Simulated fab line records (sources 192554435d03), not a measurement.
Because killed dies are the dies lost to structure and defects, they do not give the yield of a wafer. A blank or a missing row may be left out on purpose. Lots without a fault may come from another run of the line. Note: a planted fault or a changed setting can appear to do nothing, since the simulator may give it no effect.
Struck lot and sound lot, side by side :: flow n5Finfet :: 15 steps out of a route of 1938
Sound: wafers L561.1, L561.2, L561.6. Struck: wafer L571.3. (L571.2 of the same lot was not struck and is left out.) The cause comes at the end.
At each step with rows: each side's tool, then ch and its chambers, then its first start. Under that, the readings that differ: sound wafers :: struck wafers :: difference of the means :: sigmas: that difference in standard deviations of wafers without a fault.
alike: readings whose means differ by less than 2 such deviations, and words and numbers that are the same on both sides. not compared: withheld readings, readings that some wafer has no value for, bounds like >300 that may hide the same value, and numbers for which the record gives no deviation and whose values overlap.
Wherever a step has rows on one side only, a row that says differs or no value, or a row with sigmas, the two part there. When numbers do not overlap yet have no deviation, they are printed without sigmas and do not part them. Lack of a reading on every wafer of one side parts them only where that side has two or more wafers.

N5_BEOL_M15_CD_MEAS_10: the cd target is 360 nm.
  sound on cdSem-01 ch 0, day 13 20:06; struck on cdSem-03 ch 0, day 16 17:39
reading: cdNm (nm)
sound: 358.5 358.8 358.7
struck: 361.2
difference: +2.5
sigmas: +2
N5_BEOL_M15_OVL_MEAS_11:
  sound on overlay-01 ch 0, day 13 20:08; struck on overlay-02 ch 0, day 16 17:41
  alike: V14_OVL
N5_BEOL_M15_INSPECT_12: inspects for defects (macro).
  sound on defectInspect-02, day 13 20:09; struck on defectInspect-02, day 16 17:42
  alike: rawDefectCount
N5_BEOL_M15_DESCUM_15: chemistry O2, time 7.9 s.
  sound on rieDiel-05 ch 1,2, day 13 20:11; struck on rieDiel-01 ch 2, day 16 17:44
  alike: drypumpMotorCurrentA, oesProductAu, rfVppV, showerheadPlenumPTorr, throttleValvePct
  not compared: rfHoursCounterH
N5_BEOL_M15_ETCH_59: etches BARC in N2/H2, target depth 89 nm, overetch 26.7 nm, time 67.9 s.
  sound on rieDiel-05 ch 1,2, day 13 20:13; struck on rieDiel-01 ch 2, day 16 17:46
  alike: drypumpMotorCurrentA, oesProductAu, rfVppV, showerheadPlenumPTorr, throttleValvePct
  not compared: rfHoursCounterH
N5_BEOL_M15_VIA_ETCH_16: etches SiO2 in C4F8/O2/Ar, target depth 1792.2 nm.
  sound on rieDiel-05 ch 1,2, day 13 20:16; struck on rieDiel-01 ch 2, day 16 17:49
  alike: drypumpMotorCurrentA, oesProductAu, rfVppV, showerheadPlenumPTorr, throttleValvePct
N5_BEOL_M15_STRIP_63: strips in O2.
  sound: rieDiel-05 ch 1,2; struck: rieDiel-01 ch 2
reading: rfVppV (V)
sound: 3.2 2.8 3.0
struck: 4.7
difference: +1.7
sigmas: +2
  alike: drypumpMotorCurrentA, oesProductAu, showerheadPlenumPTorr, throttleValvePct
  not compared: rfHoursCounterH
N5_BEOL_M15_STRIP_64: strips in O2.
  sound: rieDiel-05 ch 1,2; struck: rieDiel-01 ch 2
  alike: drypumpMotorCurrentA, oesProductAu, rfVppV, showerheadPlenumPTorr, throttleValvePct
  not compared: rfHoursCounterH
then, 2 steps without rows for these wafers: N5_BEOL_M15_STRIP_65 (strips in post etch residue remover, time 60 s); N5_BEOL_M15_SRD_66 (time 30 s, dry time 30 s).
N5_BEOL_M15_CD_MEAS_17: the cd target is 360 nm.
  sound on cdSem-01, day 13 20:41; struck on cdSem-01, day 16 18:14
  alike: cdNm
then, 1 step without rows for these wafers: N5_BEOL_M15_COAT_56 (time 60 s, resist thk 550 nm).
N5_BEOL_M15_ETCH_57: etches SOC in N2/H2, time 750 s.
  sound on rieDiel-05 ch 1,3, day 13 20:47; struck on rieDiel-01 ch 0, day 16 18:20
reading: oesProductAu (a.u.)
sound: 0.82 0.93 0.82
struck: 1.24
difference: +0.38
sigmas: +4
  alike: drypumpMotorCurrentA, rfVppV, showerheadPlenumPTorr, throttleValvePct
  not compared: rfHoursCounterH
then, 1 step without rows for these wafers: N5_BEOL_M15_COAT_60 (time 60 s, resist thk 89 nm).
N5_PASSIVATION_PROBE_49:
  sound on prober-02, day 14 16:00; struck on prober-02, day 17 14:22
reading: killed_at_M0_to_M3
sound: 43 26 36
struck: 60
difference: +25
sigmas: +2

reading: sort_bin_5_function (%)
sound: 4.8 4.2 4.2
struck: 6.8
difference: +2.4
sigmas: +2
  alike: defectLimitedYield, killed_at_M4_up, killedAtContacts, killedAtFrontEnd, killedAtOther, killedDies, killedOpen, killedShort, sort_bin_6_memory, sortNPass, sortYieldPct

== WHERE THEY PART ==
At N5_BEOL_M15_CD_MEAS_10 first; at N5_PASSIVATION_PROBE_49 last (within this record only).

WHY: what had been put in by the simulator
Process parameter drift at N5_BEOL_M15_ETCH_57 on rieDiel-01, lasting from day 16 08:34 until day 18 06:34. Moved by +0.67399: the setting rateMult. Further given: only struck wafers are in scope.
